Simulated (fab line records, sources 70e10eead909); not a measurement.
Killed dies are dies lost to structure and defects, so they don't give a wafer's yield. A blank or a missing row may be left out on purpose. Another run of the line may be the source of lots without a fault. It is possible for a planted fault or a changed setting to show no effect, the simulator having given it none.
Commonality check across tools | flow nand-harc | Lots sampled 11, wafers sampled 33

== REASON FOR OPENING ==
At NHARC_A_CHANNEL_HOLE_D1_INSPECT_12 the reading raw-defect-count is flagged on 2 of 11 lots. Wafers without a fault read 6.2, standard deviation 2.9.
Rule: flag the lot when none of its wafers has a number, or when each of its wafers that has one lies beyond 4 standard deviations from that mean. The other lots count as sound.

lot  | measured     | on                | raw-defect-count, wafer by wafer | flag
L550 | day 10 09:17 | defect-inspect-01 | 8 5 9                            |
L553 | day 11 19:09 | defect-inspect-02 | 6 4 9                            |
L556 | day 12 08:07 | defect-inspect-01 | 6 3 4                            |
L558 | day 13 09:13 | defect-inspect-02 | 399 435 490                      | FLAGGED
L559 | day 13 09:22 | defect-inspect-01 | 10 3 4                           |
L557 | day 13 10:35 | defect-inspect-02 | 429 462 467                      | FLAGGED
L565 | day 16 19:15 | defect-inspect-02 | 6 8 8                            |
L567 | day 17 01:52 | defect-inspect-02 | 9 2 7                            |
L566 | day 17 03:00 | defect-inspect-02 | 6 10 6                           |
L569 | day 17 17:35 | defect-inspect-01 | 3 4 7                            |
L568 | day 17 18:23 | defect-inspect-01 | 3 7 4                            |
Averaged over the flagged lots the numbers come to 447.0, +440.8 from the usual (+99 or more standard deviations).

== WHICH TOOL RAN EACH LOT ==
The record keeps 1 process step preceding the reading, out of 1302 steps on the route. Cell contents, in order: the tool; ch with the chambers the sampled wafers went through; the start.
lot  | flag    | NHARC_A_CHANNEL_HOLE_D1_DEP_01
L550 |         | pecvd-01 ch 0,1, day 10 08:26
L553 |         | pecvd-02 ch 1,2, day 11 18:19
L556 |         | pecvd-01 ch 0,1,2, day 12 07:23
L558 | FLAGGED | pecvd-01 ch 0,2, day 13 08:19
L559 |         | pecvd-02 ch 0,1, day 13 08:25
L557 | FLAGGED | pecvd-01 ch 0,2, day 13 09:39
L565 |         | pecvd-01 ch 1,2, day 16 18:26
L567 |         | pecvd-03 ch 0,1,2, day 17 01:13
L566 |         | pecvd-01 ch 0,2, day 17 02:10
L569 |         | pecvd-01 ch 0,1, day 17 16:53
L568 |         | pecvd-02 ch 0,2, day 17 17:32
What is done by these steps:
- NHARC_A_CHANNEL_HOLE_D1_DEP_01: deposits SiON, target thk 140 nm.
- NHARC_A_CHANNEL_HOLE_D1_INSPECT_12

== FLAGGED AGAINST TOTAL, ONE TOOL AT A TIME (gauges that did the reading follow at the end) ==
step                               | tool              | lots run | flagged | share of the flagged lots | sound lots run after its first flagged lot
NHARC_A_CHANNEL_HOLE_D1_DEP_01     | pecvd-01          | 7        | 2       | all                       | 3 (L565,L566,L569)
NHARC_A_CHANNEL_HOLE_D1_DEP_01     | pecvd-02          | 3        | 0       | none                      | -
NHARC_A_CHANNEL_HOLE_D1_DEP_01     | pecvd-03          | 1        | 0       | none                      | -
NHARC_A_CHANNEL_HOLE_D1_INSPECT_12 | defect-inspect-01 | 5        | 0       | none                      | -
NHARC_A_CHANNEL_HOLE_D1_INSPECT_12 | defect-inspect-02 | 6        | 2       | all                       | 3 (L565,L567,L566)

== WHAT IS ALLOWED BY THE TABLE ==
2 rows of the table ran every flagged lot: pecvd-01 at NHARC_A_CHANNEL_HOLE_D1_DEP_01, defect-inspect-02 at NHARC_A_CHANNEL_HOLE_D1_INSPECT_12.
- pecvd-01 at NHARC_A_CHANNEL_HOLE_D1_DEP_01: 2 of its 7 lots flagged. Lots that were sound ran on it after the first flagged one (L565, L566, L569); a persistent fault on the entire tool would not allow that.
- defect-inspect-02 at NHARC_A_CHANNEL_HOLE_D1_INSPECT_12: 2 of its 6 lots flagged. Lots that were sound ran on it after the first flagged one (L565, L567, L566); a persistent fault on the entire tool would not allow that.
Not one row of the table ran every flagged lot while running no sound lot after the first.

== WHAT THE SIMULATOR HAD PUT IN ==
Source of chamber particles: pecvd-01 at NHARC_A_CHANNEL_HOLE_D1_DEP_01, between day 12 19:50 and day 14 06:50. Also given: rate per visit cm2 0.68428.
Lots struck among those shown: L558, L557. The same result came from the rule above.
